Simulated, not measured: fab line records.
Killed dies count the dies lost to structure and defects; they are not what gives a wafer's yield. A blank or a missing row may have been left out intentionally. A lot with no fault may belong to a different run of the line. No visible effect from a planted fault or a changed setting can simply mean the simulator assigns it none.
Problem report in the 8D (eight disciplines) form, filled by code -- flow nand_harc -- the parts of the form that need people (team, actions taken, sign-off) are left out

## 1. WHAT WENT WRONG
killed_dies at NHARC_END_SORT_01 reads a mean of 90 on 2 wafers of 1 lot; wafers without a fault read 30 with a standard deviation of 11. That is +5.5 standard deviations from the usual mean.
Earliest sighting: wafer L830.1 on prober-02 at day 22 14:14. The record holds 3 wafers of 1 lot with a number at this step. The rule behind "out" and "out of limits": a value lying over 4 standard deviations away from the usual mean. The rest of the wafers with a number are treated as sound.

## 2. WHAT IT IS AND WHAT IT IS NOT
question,is,is not
which readings at this step,"killed_dies, killed_at_array","killed_at_other, killed_at_periphery, killed_open, killed_short"
which lots,L830,-
which wafers of those lots,"L830.1, L830.6",L830.2
read on which gauges,prober-02,-
when,from day 22 14:14,up to then (0 sound wafers); but 1 sound wafer of L830 came after

## 3. SUSPECTS, AND WHAT RULES EACH OUT
Counting: a tool at a process step up to the reading stays a suspect if it ran every lot that is out. Sound lots after the first of them don't rule it out here, since some wafers of a struck lot are sound.
- the gauge at NHARC_END_SORT_01: kept. All the wafers that are out were read on prober-02, and no step on other tools shows them out.
- har_cap_etch-03 at NHARC_A_CONTACT_ETCH_130 (etches the open film in C4F8/O2/Ar, time 155 s, target depth 956 nm): kept. It ran the lot that is out, L830 (day 20 02:54).
- pvd_sputter-03 at NHARC_A_BONDPAD_PRE_CLEAN_26 (time 30 s): kept. It ran the lot that is out, L830 (day 21 10:46). Because NHARC_A_BONDPAD_PRE_CLEAN_26 lacks a start for some lots, the hours and order of its lots are taken from NHARC_A_BONDPAD_THK_MEAS_20.
- pvd_sputter-03 at NHARC_A_BONDPAD_PVD_27 (deposits Cu, target thk 30 nm, time 20.49 s): kept. It ran the lot that is out, L830 (day 21 10:46). Because NHARC_A_BONDPAD_PVD_27 lacks a start for some lots, the hours and order of its lots are taken from NHARC_A_BONDPAD_THK_MEAS_20.
- Within har_cap_etch-03 at NHARC_A_CONTACT_ETCH_130: the wafers that are out ran in chamber 0; their sound lot-mates ran in chamber 1.
Left after counting: har_cap_etch-03 at NHARC_A_CONTACT_ETCH_130, pvd_sputter-03 at NHARC_A_BONDPAD_PRE_CLEAN_26, pvd_sputter-03 at NHARC_A_BONDPAD_PVD_27, prober-02 at NHARC_END_SORT_01.

## 4. THE CAUSE (what the simulator had put in)
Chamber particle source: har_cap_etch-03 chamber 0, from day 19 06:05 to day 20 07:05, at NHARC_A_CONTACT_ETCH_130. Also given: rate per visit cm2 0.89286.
4 suspects survive the count, and this tool is in that group.

## 5. THE EFFECT CHAIN, in route order
Rows list readings where the struck wafers' mean (over those with a number) sits beyond 3 standard deviations from the usual. Scope: only readings with a usual standard deviation given in the record; hours: median across lots of the time from each lot's start at the first step in this table that gives one to its start at this step; sigmas: change in usual standard deviations.
hours,step,reading,usual,on struck wafers,change,sigmas
0,NHARC_END_SORT_01,killed_at_array,27,88,+61,+5.5
0,NHARC_END_SORT_01,killed_dies,30,90,+60,+5.5

## 6. WHAT WOULD HAVE CAUGHT IT SOONER
80 hours passed between the start of the fault at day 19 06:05 and the first reading out of limits at a measuring or inspecting step in this record, taken at day 22 14:14.
By day 22 14:14 the whole set of lots that are out, 1 in number, had already begun NHARC_A_CONTACT_ETCH_130 on har_cap_etch-03. Holding the tool at that point would not have protected any of them.
